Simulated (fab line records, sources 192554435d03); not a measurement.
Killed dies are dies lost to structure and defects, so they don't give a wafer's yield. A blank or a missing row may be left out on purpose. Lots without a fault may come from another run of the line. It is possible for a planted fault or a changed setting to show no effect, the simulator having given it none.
A lot that was struck, set against a sound lot    flow n5Finfet    45 steps out of a route of 1938
Sound: the wafers L908.1, L908.3, L908.5. Struck: wafers L915.3, L915.5, L915.6. Last of all comes the cause.
For every step that has rows: the tool of each side, followed by ch and its chambers, followed by its first start. Under that, the readings that differ: sound wafers    struck wafers    difference of the means    sigmas: that difference in standard deviations of wafers without a fault.
alike: words and numbers the same on both sides, and readings whose means are apart by under 2 such deviations; not compared: readings that were withheld, readings missing a value for some wafer, numbers with overlapping values and no deviation given by the record, and bounds like >300 which may hide the same value.
A row with sigmas, a row that says differs or no value, or rows on one side alone: a step with any of these is where the two part. Numbers that don't overlap but have no deviation are shown without sigmas and don't part them. Lack of a reading on every wafer of one side parts them only where that side has two or more wafers.

first, 11 steps without rows for these wafers: N5_BEOL_M2_DESCUM_33 (chemistry O2, time 7 s); N5_BEOL_M2_ETCH_77 (etches underlayer in N2/H2, target depth 6.5 nm, time 5.2 s); N5_BEOL_M2_ETCH_69 (etches SiARC in CF4, target depth 15.6 nm, time 26 s); N5_BEOL_M2_ALD_98 (deposits SiO2, target thk 2.5 nm, pulse time 1 s, co reactant pulse time 1 s); N5_BEOL_M2_ETCHBACK_99 (etches SiO2 in CHF3, target depth 5 nm, time 10.4 s); N5_BEOL_M2_ETCH_70 (etches SOC in N2/H2, target depth 80 nm, overetch 24 nm, time 130 s); N5_BEOL_M2_STRIP_71 (strips in N2/H2); N5_BEOL_M2_STRIP_78 (strips in N2/H2); N5_BEOL_M2_VIA_ETCH_34 (etches the open film in C4F6/O2, target depth 69.4 nm, time 65.9 s); N5_BEOL_M2_STRIP_83 (strips in C4F6/O2); N5_BEOL_M2_STRIP_36 (strips in N2/H2).
N5_BEOL_M2_TRENCH_ETCH_37: etches SiOC in C4F6/O2, target depth 55.555 nm, time 29.2 s.
  sound on rieDiel-01 ch 1,2, day 8 21:32; struck on rieDiel-01 ch 1,2,3, day 10 13:01
reading                            sound              struck             difference  sigmas
runLengthS (s)                     52.8 52.7 52.7     56.1 56.1 55.7     +3.2        +10
model.etch.depthNm (nm)            55.42 56.61 56.11  62.71 63.67 62.78  +7.01       
model.BEOL_M2.featureDepthNm (nm)  55.4 56.6 56.2     62.8 63.6 62.8     +7.0        
  alike: drypumpMotorCurrentA, mfcArSccm, oesProductAu, rfVppV, showerheadPlenumPTorr, throttleValvePct
  not compared: rfHoursCounterH, model.TiN_of_BEOL_M2_HM_DEP_02.thkNm
then, 2 steps without rows for these wafers: N5_BEOL_M2_ETCH_41 (etches SiCN in CH3F/O2, target depth 29.9 nm, time 52.5 s); N5_BEOL_M2_STRIP_97 (strips in N2/H2, time 10 s).
N5_BEOL_M2_OCD_MEAS_38:
  sound on ocd-02, day 8 21:41; struck on ocd-02, day 10 13:11
reading             sound           struck          difference  sigmas
trenchDepthNm (nm)  55.1 57.0 56.3  62.9 63.5 63.5  +7.2        +7
then, 25 steps without rows for these wafers: N5_BEOL_M2_HM_STRIP_39 (strips TiN in peroxide tin strip, target depth 25 nm, time 158 s); N5_BEOL_M2_SRD_40 (time 30 s); N5_BEOL_M2_PRECLEAN_42 (cleans in residue remover, time 60 s); N5_BEOL_M2_SRD_43 (time 30 s); N5_BEOL_M2_DEGAS_44 (time 60 s); N5_BEOL_M2_PRE_CLEAN_45 (time 30 s); N5_BEOL_M2_ALD_84 (deposits TaN, pulse time 2 s, purge time 3 s, co reactant purge time 2 s); N5_BEOL_M2_SURFACE_TREAT_85; N5_BEOL_M2_CVD_47 (deposits Co from CCTBA/H2, target thk 3 nm, time 223.8 s); N5_BEOL_M2_SPUTTER_48 (material Cu, target thk 4.5 nm, time 8.29 s); N5_BEOL_M2_ANNEAL_49 (time 240 s); N5_BEOL_M2_SPUTTER_79 (material Cu, target thk 4.5 nm, time 8.29 s); N5_BEOL_M2_ANNEAL_80 (time 240 s); N5_BEOL_M2_SPUTTER_81 (material Cu, target thk 4.5 nm, time 8.29 s); N5_BEOL_M2_ANNEAL_82 (time 240 s); N5_BEOL_M2_SPUTTER_86 (material Cu, target thk 4.5 nm, time 8.29 s); N5_BEOL_M2_ANNEAL_87 (time 240 s); N5_BEOL_M2_SPUTTER_88 (material Cu, target thk 4.5 nm, time 8.29 s); N5_BEOL_M2_ANNEAL_89 (time 240 s); N5_BEOL_M2_SPUTTER_90 (material Cu, target thk 4.5 nm, time 8.29 s); N5_BEOL_M2_ANNEAL_91 (time 240 s); N5_BEOL_M2_SPUTTER_92 (material Cu, target thk 4.5 nm, time 8.29 s); N5_BEOL_M2_ANNEAL_93 (time 240 s); N5_BEOL_M2_SPUTTER_94 (material Cu, target thk 4.5 nm, time 8.29 s); N5_BEOL_M2_ANNEAL_95 (time 240 s).
N5_BEOL_M2_CMP_52: polishes, stops on SiOC, t overpolish 6.8 s, target thk 40 nm.
  sound on cmp-04 ch 2,3, day 9 01:01; struck on cmp-01 ch 1,2,3, day 10 16:52
reading                                sound           struck        difference  sigmas
model.Cu_of_BEOL_M2_ECD_50.thkNm (nm)  39.6 40.4 38.8  48.2 49 47.4  +8.6        
  alike: barrierFieldEndpointS, motorCurrentA, overpolishRunS, retainingRingPressureFrac, timeToEndpointS
N5_BEOL_M2_THK_MEAS_53: measures by xrf.
  sound on filmMetro-01, day 9 01:19; struck on filmMetro-02, day 10 17:05
reading      sound           struck          difference  sigmas
M2_THK (nm)  40.2 40.8 39.3  48.6 49.8 48.1  +8.7        +5
N5_BEOL_M2_RS_MEAS_58: measures by four-point-probe.
  sound on filmMetro-02, day 9 01:34; struck on filmMetro-01, day 10 17:23
reading         sound           struck          difference  sigmas
M2_RS (ohm/sq)  0.67 0.66 0.69  0.53 0.52 0.54  -0.14       -4
N5_BEOL_M4_RC_MEAS_101:
  sound on prober-02 ch 0, day 9 15:53; struck on prober-02 ch 0, day 11 14:20
  alike: DIBL_N, DIBL_P, IOFF_N, IOFF_P, ION_N, ION_P, SS_N, SS_P, VT_N, VT_P
-- here the record skips 5 days between the struck wafers' starts before and after, leaving off in module BEOL_M4 and picking up in module PASSIVATION (first step shown: number 1936 of the route) --
N5_PASSIVATION_PROBE_49:
  sound on prober-01, day 14 02:12; struck on prober-02, day 16 06:32
  alike: defectLimitedYield, killed_at_M0_to_M3, killed_at_M4_up, killedAtContacts, killedAtFrontEnd, killedAtOther, killedDies, killedOpen, killedShort, sort_bin_5_function, sort_bin_6_memory, sortNPass, sortYieldPct

WHERE THEY PART
Earliest at N5_BEOL_M2_TRENCH_ETCH_37; latest, in this record, at N5_BEOL_M2_RS_MEAS_58. Later steps at which nothing parts them and some readings are alike: N5_BEOL_M4_RC_MEAS_101, N5_PASSIVATION_PROBE_49.

WHY: the cause the simulator had injected
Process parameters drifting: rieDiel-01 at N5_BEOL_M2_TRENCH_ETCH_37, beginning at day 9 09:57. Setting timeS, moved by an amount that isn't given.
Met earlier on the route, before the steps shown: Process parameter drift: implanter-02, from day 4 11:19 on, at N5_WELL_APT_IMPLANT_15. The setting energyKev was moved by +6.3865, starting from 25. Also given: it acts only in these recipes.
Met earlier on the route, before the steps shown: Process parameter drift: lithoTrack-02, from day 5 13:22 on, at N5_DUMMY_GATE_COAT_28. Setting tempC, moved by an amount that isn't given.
